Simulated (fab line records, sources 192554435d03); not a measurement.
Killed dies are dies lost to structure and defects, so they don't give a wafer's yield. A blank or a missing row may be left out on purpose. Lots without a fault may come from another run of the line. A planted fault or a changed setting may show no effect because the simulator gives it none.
Which tool did it? | flow n5_finfet | 12 lots, 36 wafers sampled, at 2 steps of a route of 1938

WHAT THE GAUGES READ, wafer by wafer
N5_BEOL_M7_RS_MEAS_57: measures by four-point-probe.
lot  | measured     | on            | M7_RS (ohm/sq)
L075 | day 9 10:32  | film_metro-02 | 0.292 0.320 0.301
L077 | day 10 03:07 | film_metro-02 | 0.293 0.298 0.284
L080 | day 10 14:58 | film_metro-01 | 0.277 0.287 0.281
L081 | day 10 22:38 | film_metro-01 | 0.294 0.303 0.305
L082 | day 11 12:23 | film_metro-02 | 0.292 0.302 0.293
L086 | day 12 07:19 | film_metro-02 | 0.307 0.290 0.295
L085 | day 12 12:47 | film_metro-01 | 0.290 0.299 0.281
L089 | day 13 09:49 | film_metro-02 | 0.296 0.284 0.296
L090 | day 13 11:27 | film_metro-01 | 0.281 0.280 0.295
L095 | day 14 12:38 | film_metro-01 | 0.300 0.279 0.297
L094 | day 14 20:13 | film_metro-01 | 0.310 0.289 0.289
L096 | day 15 03:20 | film_metro-02 | 0.282 0.295 0.285

WHICH TOOL RAN EACH LOT (tool, then ch and the chambers of the sampled wafers, then the start)
lot  | N5_BEOL_M7_DESCUM_33
L075 | rie_diel-05 ch 0,2,3, day 9 06:49
L077 | rie_diel-02 ch 1,2,3, day 9 23:02
L080 | rie_diel-01 ch 0,3, day 10 11:20
L081 | rie_diel-05 ch 0,1,2, day 10 19:23
L082 | rie_diel-01 ch 0,3, day 11 05:17
L086 | rie_diel-05 ch 1,2,3, day 12 04:11
L085 | rie_diel-01 ch 1,2, day 12 08:04
L089 | rie_diel-01 ch 0,2,3, day 13 04:48
L090 | rie_diel-05 ch 0,1,2, day 13 08:35
L095 | rie_diel-05 ch 1,3, day 14 09:37
L094 | rie_diel-05 ch 2,3, day 14 16:58
L096 | rie_diel-02 ch 0,2,3, day 14 23:27
- N5_BEOL_M7_DESCUM_33: chemistry O2, time 7 s.

THE ANSWER, worked out from the rows above alone
Rule: what is usual is taken from the lots themselves. Put in order of their means at a reading, lots are off if they are a third of the lots or fewer, leave a main group of 4 or more, and stand apart from it by a gap of 3 or more times the standard deviation of the main group's means; of several such gaps the widest counts. A main group whose means are all the same, to the digits that the tables above print for the reading, isn't used. A lot without any number at a reading at which 4 lots or more have one is off too. The other lots that the step has rows for count as sound.
No lot is off at any reading shown: from this, nothing can be told.

WHAT THE SIMULATOR HAD PUT IN
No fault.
